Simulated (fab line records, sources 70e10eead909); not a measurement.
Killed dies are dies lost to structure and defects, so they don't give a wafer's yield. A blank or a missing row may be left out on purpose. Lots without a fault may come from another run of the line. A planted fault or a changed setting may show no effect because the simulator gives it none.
fab line records | flow nand_harc
record lots=5 wafers=15 last_day=24
route steps=1159 shown A_CHANNEL_FILL_D1@495 END@1159
lots that met no fault: from a run of the same line without faults
start_h: hours from the record's first day to the start of the lot's first wafer shown | wait_h: hours since the lot's step before | " the same as in the row above | L1.1+2: a row that stands for several wafers | - no value, or no start given | * or withheld: withheld | < > ~ a bound
route shown NAME@n: a module of which the file shows steps, and the number in the route of the first | usual: mean/standard deviation of fault-free wafers | same: alike in all rows | chamber/n: place in a boat | sites: the reading at each site | _std_site: their standard deviation | _edge_site: outer sites' mean less inner sites' | radius_mm: how far each site lies from the wafer's centre | mask NAME#n: copy n | behind: the tool/chamber that last shaped the wafer | hold: why the lot was held/for how many hours/how that ended | device: the transistor (n, p or np) that didn't switch | end of line: the same wafers' tests at the end of the route | a step without rows: its recipe alone | killed: dies lost to structure and defects at the first sort, not the wafer's yield | map: a wafer's dies, x killed, . not, _ none there
set.NAME: the setting as run; set.NAME@STEP: as run at that earlier step | model.NAME: the simulator's own value behind a step, which no gauge read
lots at some steps of the route; a table a step, a row a wafer
services: from which hour (start_h, from the record's first day; less than 0 if before it) a tool's chamber was out of use, for how many hours, and why
## steps
# step NHARC_A_CHANNEL_FILL_D1_ALD_15
# recipe target_thk_a=20 pulse_time_s=60 ald_cycles=19 temp_c=630 pressure_torr=2 material=SiNx
# usual ald_cycles=19/0 precursor_pulse_height_rel=1.000/0.02
# columns lot.wafer tool chamber start_h wait_h ald_cycles precursor_pulse_height_rel
L787.3 ald_sin_batch-01 0 - - 19 0.981
L787.4 " 0 " " 19 1.031
L787.5 " 0 " " 19 1.008
L798.2 ald_sin_batch-02 0 - - 19 0.997
L798.3 " 0 " " 19 0.980
L798.6 " 0 " " 19 0.991
L803.1 ald_sin_batch-02 0 - - 19 0.975
L803.4 " 0 " " 19 1.020
L803.5 " 0 " " 19 1.003
L807.1 ald_sin_batch-02 0 - - 19 0.998
L807.3 " 0 " " 19 0.994
L807.4 " 0 " " 19 1.022
L808.2 ald_sin_batch-01 0 - - 19 0.982
L808.4 " 0 " " 19 0.983
L808.6 " 0 " " 19 0.979
# step NHARC_A_CHANNEL_FILL_D1_ALD_16
# recipe target_thk_a=15 pulse_time_s=10 ald_cycles=15 temp_c=300 material=SiO2
# step NHARC_A_CHANNEL_FILL_D1_ANNEAL_17
# recipe temp_c=850 time_s=1800
# step NHARC_A_CHANNEL_FILL_D1_CVD_18
# recipe target_thk_a=30 temp_c=550 material=poly-Si
# step NHARC_A_CHANNEL_FILL_D1_ETCHBACK_19
# recipe target_depth_a=50 time_s=1.7 hbr_flow_sccm=150 cl2_flow_sccm=50 rf_w=400 icp_w=400 bias_w=100 chemistry=HBr/Cl2
# usual drypump_motor_current_A=5.7/0.6 hbr_flow_sccm=150.1/0.5 oes_product_au=0.998/0.0073 throttle_valve_pct=26.405/0.0084
# columns lot.wafer tool chamber start_h wait_h drypump_motor_current_A hbr_flow_sccm oes_product_au rf_hours_counter_h throttle_valve_pct
L787.3 rie_si-04 2 215.91 0.4 5.2 150.2 0.981 0.9 26.406
L787.4 " 3 " " 5.4 150.1 0.988 0.9 26.414
L787.5 " 1 " " 6.5 149.9 0.993 - 26.416
L798.2 rie_si-06 3 281.46 0.4 6.6 149.7 0.999 1.0 26.408
L798.3 " 0 " " 5.5 150.5 1.019 0.8 26.393
L798.6 " 2 " " 5.6 150.6 0.995 - 26.401
L803.4 rie_si-04 2 314.71 0.4 5.2 150.1 0.997 0.2 26.403
L803.1 " 3 " " 5.4 150.5 1.002 0.2 26.415
L803.5 " 1 " " 6.5 150.4 1.001 - 26.396
L807.3 rie_si-06 2 340.37 0.4 5.6 150.0 1.012 1.5 26.402
L807.1 " 3 " " 6.6 150.3 0.991 1.4 26.401
L807.4 " 0 " " 5.4 149.8 1.004 1.3 26.403
L808.4 rie_si-03 0 348.12 0.4 6.3 150.3 0.995 0.1 26.399
L808.2 " 3 " " 5.2 149.7 1.000 0.1 26.419
L808.6 " 0 " " 6.4 150.9 1.006 - 26.393
# step NHARC_A_CHANNEL_FILL_D1_ETCHBACK_20
# recipe target_depth_a=270 time_s=13.5 c4f8_flow_sccm=withheld o2_flow_sccm=8 ar_flow_sccm=withheld rf_w=600 bias_w=1500 chemistry=C4F8/O2/Ar
# usual oes_product_au=0.96/0.037 rf_vpp_V=981/6.1
# columns lot.wafer tool chamber start_h wait_h oes_product_au rf_hours_counter_h rf_vpp_V
L787.4 rie_diel-06 2 216.03 - 0.93 6 973
L787.3 " 3 " " 0.93 6 984
L787.5 " 3 " " 0.93 - 983
L798.3 rie_diel-10 2 281.57 - 0.93 19 983
L798.2 " 0 " " 0.93 18 985
L798.6 " 1 " " 0.93 - 978
L803.1 rie_diel-06 3 314.83 - 1.00 2 984
L803.4 " 0 " " 1.01 2 971
L803.5 " 2 " " 1.00 - 974
L807.1 rie_diel-11 1 340.48 - 0.91 4 984
L807.4 " 3 " " 0.91 4 987
L807.3 " 0 " " 0.91 4 978
L808.2 rie_diel-11 1 348.27 - 0.92 4 985
L808.4 " 2 " " 0.93 4 973
L808.6 " 3 " " 0.92 - 989
# step NHARC_A_CHANNEL_FILL_D1_STRIP_28
# recipe time_s=20 o2_flow_sccm=500 ar_flow_sccm=0 bias_w=0 chemistry=O2
# usual drypump_motor_current_A=5.8/0.37 mfc_ar_sccm=0.008/0.013 oes_product_au=0.998/0.008 rf_vpp_V=57.9/0.95 showerhead_plenum_p_Torr=3.59/0.15 throttle_valve_pct=17.037/0.0087
# columns lot.wafer tool chamber start_h wait_h drypump_motor_current_A mfc_ar_sccm oes_product_au rf_hours_counter_h rf_vpp_V showerhead_plenum_p_Torr throttle_valve_pct
L787.4 rie_diel-06 3 216.12 0.1 6.0 0 0.991 6 57.6 3.66 17.031
L787.3 " 0 " " 5.7 0 1.021 6 57.5 3.33 17.032
L787.5 " 2 " " 5.7 0 0.999 - 57.2 3.41 17.034
L798.2 rie_diel-10 1 281.68 0.1 5.6 0 0.996 19 57.3 3.52 17.039
L798.3 " 0 " " 5.3 0 0.991 18 58.2 3.72 17.033
L798.6 " 1 " " 5.7 0 0.996 - 57.6 3.52 17.053
L803.4 rie_diel-06 3 314.91 0.1 6.0 0 0.998 2 59.0 3.66 17.026
L803.1 " 0 " " 5.7 0 1.002 2 56.9 3.33 17.032
L803.5 " 3 " " 5.9 0 1.000 - 58.5 3.66 17.040
L807.1 rie_diel-11 0 340.58 0.1 6.0 0.013 0.979 4 58.0 3.55 17.030
L807.4 " 1 " " 5.0 0 0.999 4 58.8 3.69 17.033
L807.3 " 2 " " 6.3 0.038 0.999 4 57.2 3.39 17.046
L808.4 rie_diel-11 3 348.34 0.1 5.8 0 0.992 4 58.9 3.77 17.041
L808.2 " 1 " " 5.0 0 0.985 4 58.8 3.69 17.035
L808.6 " 2 " " 6.3 0.038 0.986 - 56.0 3.39 17.025
# step NHARC_A_CHANNEL_FILL_D1_PRECLEAN_21
# recipe time_s=30 chemistry=dHF
# step NHARC_A_CHANNEL_FILL_D1_SRD_23
# step NHARC_A_CHANNEL_FILL_D1_CVD_05
# recipe target_thk_a=50 temp_c=550 material=poly-Si
# step NHARC_A_CHANNEL_FILL_D1_ANNEAL_22
# recipe temp_c=620 time_s=7200
# step NHARC_A_CHANNEL_FILL_D1_ALD_25
# recipe target_thk_a=600 pulse_time_s=10 ald_cycles=600 temp_c=300 material=SiOx
# usual ald_cycles=600/0 heater_power_outer_w=253/27 heater_power_w=450/48 precursor_pulse_height_rel=1.001/0.02
# columns lot.wafer tool chamber start_h wait_h ald_cycles heater_power_outer_w heater_power_w precursor_pulse_height_rel
L787.4 ald_hk-02 0 228.46 0.6 600 255 464 0.987
L787.3 " 1 " " 600 256 458 1.001
L787.5 " 1 231.55 3.7 600 260 460 1.024
L798.3 ald_hk-04 3 293.81 0.7 551 280 537 1.017
L798.2 " 1 295.04 1.9 600 238 430 1.038
L798.6 " 2 " " 551 232 382 1.008
L803.1 ald_hk-01 2 326.59 0.1 600 237 387 1.002
L803.4 " 0 327.83 1.3 600 246 430 0.984
L803.5 " 2 329.06 2.5 600 231 389 1.026
L807.1 ald_hk-01 3 353.21 0.7 600 278 474 0.991
L807.3 " 0 " " 600 247 424 1.013
L807.4 " 1 " " 600 264 496 1.009
L808.2 ald_hk-04 1 360.59 0.7 600 240 439 1.046
L808.4 " 3 361.82 1.9 600 293 522 1.028
L808.6 " 0 " " 600 211 399 0.963
# step NHARC_A_CHANNEL_FILL_D1_ETCHBACK_08
# recipe target_depth_a=2200 time_s=110 c4f8_flow_sccm=20 ar_flow_sccm=withheld rf_w=600 bias_w=300 chemistry=C4F8
# usual oes_product_au=0.95/0.036 rf_vpp_V=442/3
# columns lot.wafer tool chamber start_h wait_h oes_product_au rf_hours_counter_h rf_vpp_V
L787.3 rie_diel-11 2 - - 1.00 1.1 437
L787.4 " 3 " " 1.00 0.9 447
L787.5 " 0 " " 0.99 - 442
L798.3 rie_diel-11 1 - - 0.93 2.8 444
L798.2 " 3 " " 0.93 2.6 445
L798.6 " 1 " " 0.92 - 443
L803.4 rie_diel-11 3 - - 0.92 3.7 445
L803.1 " 0 " " 0.92 3.5 441
L803.5 " 1 " " 0.92 - 445
L807.3 rie_diel-11 0 - - 0.91 4.0 441
L807.4 " 1 " " 0.92 4.1 443
L807.1 " 3 " " 0.92 4.3 444
L808.4 rie_diel-06 0 - - 0.92 4.1 437
L808.2 " 1 " " 0.94 4.0 445
L808.6 " 0 " " 0.94 - 438
# step NHARC_END_SORT_01
# recipe temp_c=25
# usual killed_at_array=28/12 killed_at_other=0.8/1.1 killed_at_periphery=3.6/2.3 killed_dies=32/12 killed_open=3.4/1.9 killed_short=2.0/1.3
# same gross_dies=677
# columns lot.wafer tool chamber start_h wait_h killed_at_array killed_at_other killed_at_periphery killed_dies killed_open killed_short
L807.1 prober-02 0 577.41 2.5 43 1 6 50 7 0
L807.3 prober-02 0 579.03 3.1 38 1 3 42 2 1
L807.4 prober-02 0 579.84 3.4 40 1 1 42 6 2
L808.2 prober-01 0 582.70 2.8 44 0 3 47 6 1
L808.4 prober-01 0 584.30 3.4 41 0 3 44 2 1
L808.6 prober-01 0 585.89 4.0 40 1 2 43 2 1
# killed by level:class
L807.1 A_SLIT:chamber_film_flake=21 A_CHANNEL_HOLE_D1:chamber_film_flake=8 A_STAIRCASE:chamber_film_flake=7 A_CONTACT:chamber_film_flake=3 P_M2:chamber_film_flake=2 P_GATE:geometric_particle:open=1 P_M0:geometric_particle:open=1 P_M1:geometric_particle:open=1
L807.3 A_SLIT:chamber_film_flake=17 A_CHANNEL_HOLE_D1:chamber_film_flake=10 A_STAIRCASE:chamber_film_flake=5 P_M2:chamber_film_flake=2 A_WL_FILL:chamber_film_flake=2 P_GATE:geometric_particle:open=1 A_SOURCE_PLATE:geometric_particle:open=1 A_ONON_D1:geometric_particle:short=1
L807.4 A_SLIT:chamber_film_flake=18 A_CHANNEL_HOLE_D1:chamber_film_flake=8 A_STAIRCASE:chamber_film_flake=4 A_CONTACT:geometric_particle:open=2 A_CONTACT:chamber_film_flake=2 A_SGD_CUT:geometric_particle:open=1 A_WL_FILL:geometric_particle:short=1 A_WL_FILL:geometric_particle:open=1
L808.2 A_SLIT:chamber_film_flake=23 A_CHANNEL_HOLE_D1:chamber_film_flake=5 A_STAIRCASE:chamber_film_flake=3 A_CONTACT:chamber_film_flake=3 A_CHANNEL_FILL_D1:geometric_particle:open=2 A_ZERO_WELL:chamber_film_flake=2 A_WL_FILL:chamber_film_flake=2 P_CONTACT:geometric_particle:open=1
L808.4 A_SLIT:chamber_film_flake=18 A_CHANNEL_HOLE_D1:chamber_film_flake=11 A_CONTACT:chamber_film_flake=4 A_STAIRCASE:chamber_film_flake=3 A_CHANNEL_FILL_D1:geometric_particle:open=2 P_STI:chamber_film_flake=2 A_CHANNEL_FILL_D1:chamber_film_flake=2 A_CHANNEL_FILL_D1:geometric_particle:short=1
L808.6 A_SLIT:chamber_film_flake=17 A_CHANNEL_HOLE_D1:chamber_film_flake=8 A_STAIRCASE:chamber_film_flake=6 A_CONTACT:chamber_film_flake=4 A_WL_FILL:chamber_film_flake=2 P_M1:geometric_particle:open=1 A_ONON_D1:geometric_particle:short=1 A_WL_FILL:geometric_particle:open=1
## services
# columns tool chamber start_h hours kind
rie_si-06 - 183.00 9.0 pm
rie_diel-06 1 183.30 7.1 repair
rie_diel-10 0 188.05 8.4 repair
rie_diel-11 - 189.55 9.0 pm
ald_hk-04 - 189.57 10.0 pm
ald_sin_batch-02 - 216.23 2.5 repair
rie_diel-06 3 227.15 13.6 repair
rie_si-06 - 233.84 0.2 repair
rie_diel-11 1 235.34 6.8 repair
rie_diel-06 - 241.20 9.0 pm
rie_diel-11 - 245.32 0.3 repair
rie_si-04 2 252.58 21.2 repair
rie_diel-10 1 262.57 2.5 repair
rie_si-04 1 263.59 1.9 repair
rie_si-04 - 276.00 9.0 pm
rie_diel-10 3 280.17 16.6 repair
ald_hk-02 - 282.70 10.0 pm
rie_diel-10 2 292.06 9.5 repair
rie_diel-11 - 303.16 0.5 repair
rie_si-03 - 332.00 9.0 pm
ald_sin_batch-02 - 342.35 8.5 repair
rie_diel-10 - 353.58 9.0 pm
rie_si-04 3 359.61 11.5 repair
rie_si-06 - 360.00 9.0 pm
## key
first_sign step=NHARC_A_CHANNEL_FILL_D1_ALD_25 reading=ald_cycles direction=down sigmas=99+ usual=600 struck=551
effect none on later readings
met_at NHARC_A_CHANNEL_FILL_D1_ALD_25
struck_wafers L798.3,L798.6
tester_left_out L798
fault kind=process_parameter_drift tool=ald_hk-04 chamber=- onset_h=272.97 steps=NHARC_A_CHANNEL_FILL_D1_ALD_25 channel=ald_cycles offset=-49 shape=step end_h=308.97 scope=struck_wafers_only acts_in=these_recipes_only stated=600
# tester_left_out: of these lots the tester's yield and bins aren't shown, on N5 and GAA mostly nor the transistor test; their killed dies are dies lost to structure and defects alone, not to doping, threshold or leakage, so they don't give the yield
